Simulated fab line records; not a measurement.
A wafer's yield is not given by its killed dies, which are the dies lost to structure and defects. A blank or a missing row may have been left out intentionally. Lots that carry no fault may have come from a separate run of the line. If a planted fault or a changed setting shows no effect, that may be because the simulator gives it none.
Chamber matching -- flow nand-harc -- rie-diel-12 running NHARC_A_STAIRCASE_TRIM_20: 4 sister chambers
The step chemistry O2, time 211.2 s. 4 wafers are shown with their chamber, then 8 later ones without.

== WAFERS WITH THEIR CHAMBER ==
wafer,chamber,showerhead-plenum-p-Torr (Torr)
L078.1,2,3.38
L078.3,1,3.75
L078.4,3,3.76
L090.3,0,3.37

== WAFERS WHOSE CHAMBER IS MISSING ==
wafer,showerhead-plenum-p-Torr (Torr)
L090.4,3.74
L090.6,3.74
L095.2,3.36
L095.4,3.73
L095.5,3.35
L096.2,3.73
L096.3,3.35
L096.4,3.72

== CHAMBER TAKEN BY EACH ==
wafer,from the rows above,in truth
L090.4,can't be placed: 1 or 3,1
L090.6,can't be placed: 1 or 3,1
L095.2,can't be placed: 0 or 2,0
L095.4,can't be placed: 1 or 3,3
L095.5,can't be placed: 0 or 2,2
L096.2,can't be placed: 1 or 3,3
L096.3,can't be placed: 0 or 2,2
L096.4,can't be placed: 1 or 3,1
0 of 8 placed correctly. Unplaceable from these rows: 8, with the true chamber sitting among the candidates in 8. Wrongly placed: 0.
How it was worked out, from the rows above alone: a wafer's distance from a chamber is the root of the sum, over the readings, of the square of ((its reading less the chamber's mean) divided by the reading's scatter). If the next closest chamber is less than 2 further off than the closest, the wafer can't be placed; otherwise it belongs to the closest. The mean given for a chamber averages the wafers shown for that chamber. The scatter (one wafer shown for each chamber): square how far every hidden wafer sits from the nearest shown wafer, average those squares and take the square root.
